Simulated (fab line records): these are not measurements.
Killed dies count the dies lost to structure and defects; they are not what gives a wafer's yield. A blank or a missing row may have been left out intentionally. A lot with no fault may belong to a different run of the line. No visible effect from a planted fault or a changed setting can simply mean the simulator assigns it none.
Chamber matching    flow n5_finfet    N5_SDB_STRIP_21 on rie_diel-01 has 4 sister chambers
The step strips in CF4. 8 wafers are shown with their chamber, then 7 later ones without.

WAFERS, EACH WITH ITS CHAMBER
wafer   chamber  showerhead_plenum_p_Torr (Torr)  throttle_valve_pct (%)
L076.1  0        1.84                             13.34
L082.2  2        1.81                             13.09
L082.6  1        1.82                             13.50
L085.1  2        1.81                             13.11
L085.4  3        1.86                             13.85
L085.5  1        1.82                             13.52
L086.1  0        1.83                             13.39
L086.4  3        1.85                             13.85

WAFERS WHOSE CHAMBER IS MISSING
wafer   showerhead_plenum_p_Torr (Torr)  throttle_valve_pct (%)
L086.6  1.82                             13.53
L092.1  1.82                             13.43
L092.4  1.81                             13.15
L092.5  1.83                             13.43
L094.2  1.82                             13.43
L094.3  1.85                             13.89
L094.6  1.81                             13.15

THE CHAMBER EACH PASSED THROUGH
wafer   from the rows above      in truth
L086.6  1                        1
L092.1  can't be placed: 1 or 0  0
L092.4  2                        2
L092.5  can't be placed: 0 or 1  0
L094.2  can't be placed: 1 or 0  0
L094.3  3                        3
L094.6  2                        2
Correctly placed: 4 of 7. Not placeable from these rows: 3 (in 3, the candidates include the true chamber). Wrongly placed: 0.
How it was worked out, from the rows above alone: a wafer's distance from a chamber is the root of the sum, over the readings, of the square of ((its reading less the chamber's mean) divided by the reading's scatter). The wafer belongs to the nearest chamber; if the next one is less than 2 further off, it can't be placed. Each chamber's mean is taken over the wafers shown for it. The scatter is the square root of a quotient: the sum, over the shown wafers, of each reading's squared deviation from its chamber's mean, divided by wafers minus chambers.
